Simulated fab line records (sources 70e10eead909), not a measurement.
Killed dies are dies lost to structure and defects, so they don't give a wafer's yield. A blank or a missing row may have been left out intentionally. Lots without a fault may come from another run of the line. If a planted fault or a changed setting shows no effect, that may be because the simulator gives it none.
Matching of chambers    flow nand harc    rie diel-02 running NHARC_A_STAIRCASE_DESCUM_11: 4 sister chambers
The step chemistry O2, time 3 s. 16 wafers are shown with their chamber, then 8 later ones without.

== WAFERS PAIRED WITH THEIR CHAMBERS ==
wafer   chamber  drypump motor current A (A)  showerhead plenum p Torr (Torr)  oes product au (a.u.)
L074.1  2        5.6                          1.87                             1.022
L074.2  0        6.3                          1.86                             0.985
L074.6  2        5.6                          1.87                             1.001
L076.1  3        6.4                          1.77                             0.996
L076.2  2        5.7                          1.87                             1.003
L076.5  3        6.4                          1.77                             0.996
L078.2  1        5.0                          1.77                             1.004
L078.3  3        6.5                          1.77                             0.993
L078.4  2        5.7                          1.86                             1.010
L077.1  2        5.7                          1.86                             1.005
L077.5  3        6.5                          1.77                             0.992
L077.6  2        5.7                          1.86                             1.008
L079.1  2        5.7                          1.86                             1.008
L079.3  0        6.3                          1.86                             0.979
L079.4  3        6.5                          1.77                             0.990
L081.2  3        6.4                          1.76                             1.015

SIGNATURES (means of the wafers above)
reading                   chamber 0  chamber 1  chamber 2  chamber 3  scatter within a chamber
drypump motor current A   6.300      5.000      5.671      6.450      0.0494
showerhead plenum p Torr  1.8600     1.7700     1.8643     1.7683     0.00461
oes product au            0.98200    1.00400    1.00814    0.99700    0.00773
Rule: a wafer's distance from a chamber is the root of the sum, over the readings, of the square of ((its reading less the chamber's mean) divided by the reading's scatter). If the next closest chamber is less than 2 further off than the closest, the wafer can't be placed; otherwise it belongs to the closest. How the scatter is found: for the shown wafers, subtract from each reading the mean of its chamber, square and add these, divide the total by (wafers less chambers), then take the root.

== WAFERS MISSING THEIR CHAMBER ==
wafer   drypump motor current A (A)  showerhead plenum p Torr (Torr)  oes product au (a.u.)
L081.4  6.3                          1.86                             0.987
L081.5  5.1                          1.77                             1.010
L083.1  6.3                          1.86                             0.989
L083.4  5.6                          1.86                             1.019
L083.6  6.3                          1.86                             0.985
L084.2  6.3                          1.86                             0.989
L084.4  6.5                          1.76                             0.996
L084.6  5.1                          1.77                             1.014

== WHICH CHAMBER EACH ONE RAN IN ==
wafer   from the rows above  in truth
L081.4  0                    0
L081.5  1                    1
L083.1  0                    0
L083.4  2                    2
L083.6  0                    0
L084.2  0                    0
L084.4  3                    3
L084.6  1                    1
Correct placement for 8 of the 8. Not placeable from these rows: 0. 0 placed wrongly.
